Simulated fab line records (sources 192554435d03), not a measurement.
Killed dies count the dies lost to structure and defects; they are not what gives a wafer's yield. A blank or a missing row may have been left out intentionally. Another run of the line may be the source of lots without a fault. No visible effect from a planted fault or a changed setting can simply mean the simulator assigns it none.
Which tool was responsible? | flow n5_finfet | 10 lots with 30 wafers sampled at 6 steps, on a route of 1938 steps

== WHAT THE GAUGES READ, wafer by wafer ==
N5_BEOL_M1_THK_MEAS_01.
lot  | measured     | on            | M1_ILD_THK (nm)
L678 | day 6 10:35  | film_metro-01 | 78.1 79.4 78.5
L679 | day 6 11:52  | film_metro-01 | 78.8 79.7 79.5
L682 | day 7 01:31  | film_metro-01 | 77.4 78.2 79.3
L683 | day 7 07:32  | film_metro-02 | 79.1 80.5 80.6
L685 | day 7 17:02  | film_metro-01 | 78.7 79.0 80.5
L687 | day 8 05:11  | film_metro-02 | 78.0 79.5 78.3
L689 | day 8 20:46  | film_metro-02 | 78.2 48.4 49.0
L680 | day 11 02:29 | film_metro-02 | 78.9 79.5 79.3
L699 | day 11 12:47 | film_metro-02 | 79.2 79.6 80.5
L701 | day 12 02:19 | film_metro-01 | 78.0 78.3 79.7

N5_BEOL_M4_RC_MEAS_101.
lot  | measured     | on        | DIBL_N (mV/V)  | DIBL_P (mV/V)  | IOFF_N (nA/um)    | IOFF_P (nA/um) | ION_N (uA/um) | ION_P (uA/um) | SS_N (mV/dec)  | SS_P (mV/dec)  | VT_N (mV)         | VT_P (mV)
L678 | day 7 22:14  | prober-01 | 33.2 34.0 32.9 | 33.2 35.0 32.9 | 0.118 0.134 0.122 | 0.19 0.22 0.19 | 664 661 661   | 460 466 459   | 70.7 71.5 71.3 | 72.6 73.1 72.2 | 253.6 251.4 250.9 | -248 -249 -250
L679 | day 8 03:34  | prober-01 | 37.4 34.4 35.2 | 38.9 35.6 35.5 | 0.206 0.145 0.154 | 0.25 0.19 0.19 | 692 676 664   | 463 462 451   | 72.8 71.5 71.9 | 74.3 73.1 72.6 | 244.1 248.1 248.0 | -251 -254 -255
L682 | day 8 17:10  | prober-02 | 37.9 36.6 39.2 | 37.4 35.8 38.7 | 0.156 0.136 0.189 | 0.19 0.18 0.24 | 664 662 678   | 448 451 458   | 71.6 71.7 72.0 | 73.6 73.1 73.8 | 252.5 253.1 248.9 | -253 -254 -251
L683 | day 8 23:52  | prober-02 | 36.4 37.0 36.4 | 34.9 35.9 35.9 | 0.162 0.170 0.167 | 0.20 0.22 0.23 | 671 678 676   | 463 467 469   | 71.4 71.6 71.2 | 72.7 73.7 73.8 | 250.1 246.8 247.0 | -250 -248 -247
L685 | day 9 07:34  | prober-01 | 38.1 35.9 37.8 | 35.7 33.7 36.1 | 0.166 0.131 0.174 | 0.20 0.18 0.21 | 666 671 684   | 453 460 466   | 71.7 71.0 72.0 | 73.3 72.3 73.2 | 248.8 252.3 247.9 | -252 -249 -250
L687 | day 10 04:53 | prober-02 | 35.7 33.3 36.9 | 35.6 33.7 36.3 | 0.161 0.131 0.187 | 0.20 0.17 0.21 | 671 672 679   | 455 459 455   | 71.8 70.0 71.9 | 72.6 72.1 73.8 | 251.7 255.0 249.4 | -250 -253 -249
L689 | day 10 17:29 | prober-02 | 35.6           | 36.0           | 0.159             | 0.20           | 684           | 463           | 71.0           | 73.1           | 247.0             | -251
L680 | day 13 19:43 | prober-02 | 35.2 34.6 35.8 | 36.1 35.4 36.3 | 0.172 0.143 0.170 | 0.23 0.23 0.24 | 691 664 680   | 479 471 468   | 71.9 71.3 71.6 | 73.7 73.3 74.1 | 247.3 251.2 250.4 | -247 -246 -246
L699 | day 13 21:15 | prober-01 | 37.1 35.3 36.2 | 36.8 34.9 36.0 | 0.195 0.147 0.178 | 0.23 0.19 0.22 | 678 672 677   | 461 457 463   | 71.9 71.5 72.2 | 72.9 72.3 72.4 | 247.2 251.9 249.4 | -250 -253 -250
L701 | day 14 16:55 | prober-02 | 34.9 40.0 37.2 | 33.0 39.2 35.1 | 0.124 0.210 0.147 | 0.19 0.30 0.23 | 667 684 675   | 465 473 478   | 70.6 71.4 70.6 | 72.9 75.1 73.6 | 250.1 246.3 249.8 | -249 -246 -248

== TOOL THAT RAN EACH LOT (tool first, then ch and the chambers of the sampled wafers, then the start) ==
lot  | N5_BEOL_M0_SPUTTER_116       | N5_BEOL_M0_ANNEAL_117        | N5_BEOL_M0_CO_CAP_123            | N5_BEOL_M1_ILD_DEP_00
L678 | pvd_sputter-01, day 6 08:40  | pvd_sputter-01, day 6 08:45  | cvd_co-01 ch 2, day 6 10:14      | pecvd-03 ch 1,2, day 6 10:31
L679 | pvd_sputter-03, day 6 10:11  | pvd_sputter-03, day 6 10:16  | cvd_co-01 ch 0,2, day 6 11:31    | pecvd-03 ch 1,2, day 6 11:47
L682 | pvd_sputter-02, day 6 23:58  | pvd_sputter-02, day 7 00:03  | cvd_co-01 ch 0,1,2, day 7 01:12  | pecvd-03 ch 0,2, day 7 01:27
L683 | pvd_sputter-01, day 7 05:58  | pvd_sputter-01, day 7 06:02  | cvd_co-01 ch 0,1,2, day 7 07:11  | pecvd-01 ch 1,2, day 7 07:28
L685 | pvd_sputter-02, day 7 15:28  | pvd_sputter-02, day 7 15:32  | cvd_co-01 ch 0,1, day 7 16:41    | pecvd-01 ch 0,1, day 7 16:58
L687 | pvd_sputter-01, day 8 03:17  | pvd_sputter-01, day 8 03:22  | cvd_co-01 ch 0,1,2, day 8 04:52  | pecvd-03 ch 1,2, day 8 05:07
L689 | pvd_sputter-01, day 8 19:08  | pvd_sputter-01, day 8 19:13  | cvd_co-01 ch 0,2, day 8 20:26    | pecvd-03 ch 1,2, day 8 20:41
L680 | pvd_sputter-02, day 11 00:46 | pvd_sputter-02, day 11 00:51 | cvd_co-01 ch 1,2, day 11 02:09   | pecvd-01 ch 0,1, day 11 02:24
L699 | pvd_sputter-02, day 11 11:14 | pvd_sputter-02, day 11 11:19 | cvd_co-02 ch 0,1,2, day 11 12:28 | pecvd-02 ch 0,1, day 11 12:43
L701 | pvd_sputter-02, day 12 00:47 | pvd_sputter-02, day 12 00:52 | cvd_co-02 ch 1,2, day 12 02:00   | pecvd-01 ch 0,1,2, day 12 02:15
- N5_BEOL_M0_SPUTTER_116: material Cu, target thk 4 nm, time 7.37 s.
- N5_BEOL_M0_ANNEAL_117: time 60 s.
- N5_BEOL_M0_CO_CAP_123: material Co, precursor CCTBA/H2, target thk 2 nm, time 102.1 s.
- N5_BEOL_M1_ILD_DEP_00: deposits SiOC from DEMS/O2, target thk 79 nm, time 15.3 s.

== AS READ BY THE TOOLS THEMSELVES (means over the sampled wafers that have a number; for cases with no such wafer, the mark the record gives instead) ==
N5_BEOL_M0_SPUTTER_116.
lot  | tool           | throttle_valve_pct (%)
L678 | pvd_sputter-01 | 30.0
L679 | pvd_sputter-03 | 29.1
L682 | pvd_sputter-02 | 30.2
L683 | pvd_sputter-01 | 30.1
L685 | pvd_sputter-02 | 29.6
L687 | pvd_sputter-01 | 29.6
L689 | pvd_sputter-01 | 29.9
L680 | pvd_sputter-02 | 30.3
L699 | pvd_sputter-02 | 30.4
L701 | pvd_sputter-02 | 31.1

N5_BEOL_M0_ANNEAL_117.
lot  | tool           | heater_power_w (W)
L678 | pvd_sputter-01 | 815
L679 | pvd_sputter-03 | 798
L682 | pvd_sputter-02 | 792
L683 | pvd_sputter-01 | 813
L685 | pvd_sputter-02 | 791
L687 | pvd_sputter-01 | 781
L689 | pvd_sputter-01 | 830
L680 | pvd_sputter-02 | 830
L699 | pvd_sputter-02 | 818
L701 | pvd_sputter-02 | 780

N5_BEOL_M0_CO_CAP_123.
lot  | tool      | heater_power_w (W)
L678 | cvd_co-01 | 250
L679 | cvd_co-01 | 244
L682 | cvd_co-01 | 244
L683 | cvd_co-01 | 243
L685 | cvd_co-01 | 238
L687 | cvd_co-01 | 244
L689 | cvd_co-01 | 242
L680 | cvd_co-01 | 244
L699 | cvd_co-02 | 235
L701 | cvd_co-02 | 221

N5_BEOL_M1_ILD_DEP_00.
lot  | tool     | heater_power_w (W) | showerhead_plenum_p_Torr (Torr) | throttle_valve_pct (%)
L678 | pecvd-03 | 457                | 5.692                           | 11.5
L679 | pecvd-03 | 485                | 5.690                           | 11.5
L682 | pecvd-03 | 495                | 5.686                           | 11.6
L683 | pecvd-01 | 442                | 5.687                           | 11.2
L685 | pecvd-01 | 451                | 5.708                           | 12.1
L687 | pecvd-03 | 463                | 5.684                           | 11.2
L689 | pecvd-03 | 434                | 5.687                           | 11.5
L680 | pecvd-01 | 441                | 5.695                           | 12.2
L699 | pecvd-02 | 448                | 5.694                           | 11.9
L701 | pecvd-01 | 402                | 5.685                           | 11.7

== THE ANSWER, worked out from the rows above alone ==
Rule: the lots themselves supply what counts as usual. The widest of any qualifying gaps counts: lots, ordered by their means at a reading, are off when they make up no more than a third of the lots, leave a main group of 4 or more, and stand apart from it by 3 or more times the standard deviation of that group's means. Not used: any main group whose means are identical at the precision the tables above print for the reading. Also off: a lot with no number at a reading for which 4 or more lots have one. Where the step has rows for the other lots, those lots are counted as sound. First the gauges in route order, then the tools' own readings, where a lot's mean is used as printed above. The first step at which some lot is off is used, and at that step the reading that is off furthest; a lot without a number counts as furthest.
Off: at N5_BEOL_M1_THK_MEAS_01 (M1_ILD_THK), L689. For the main group the mean is 79.1 nm and the standard deviation 0.56.
If a tool, at a process step before that reading, ran all the lots that are off and no sound lot after the first of them, it fits. The gauges at N5_BEOL_M1_THK_MEAS_01 are tried like those tools. This does not decide it: 2 tools fit, namely pvd_sputter-01 at N5_BEOL_M0_SPUTTER_116 and N5_BEOL_M0_ANNEAL_117 and pecvd-03 at N5_BEOL_M1_ILD_DEP_00.

== WHAT THE SIMULATOR HAD INSERTED ==
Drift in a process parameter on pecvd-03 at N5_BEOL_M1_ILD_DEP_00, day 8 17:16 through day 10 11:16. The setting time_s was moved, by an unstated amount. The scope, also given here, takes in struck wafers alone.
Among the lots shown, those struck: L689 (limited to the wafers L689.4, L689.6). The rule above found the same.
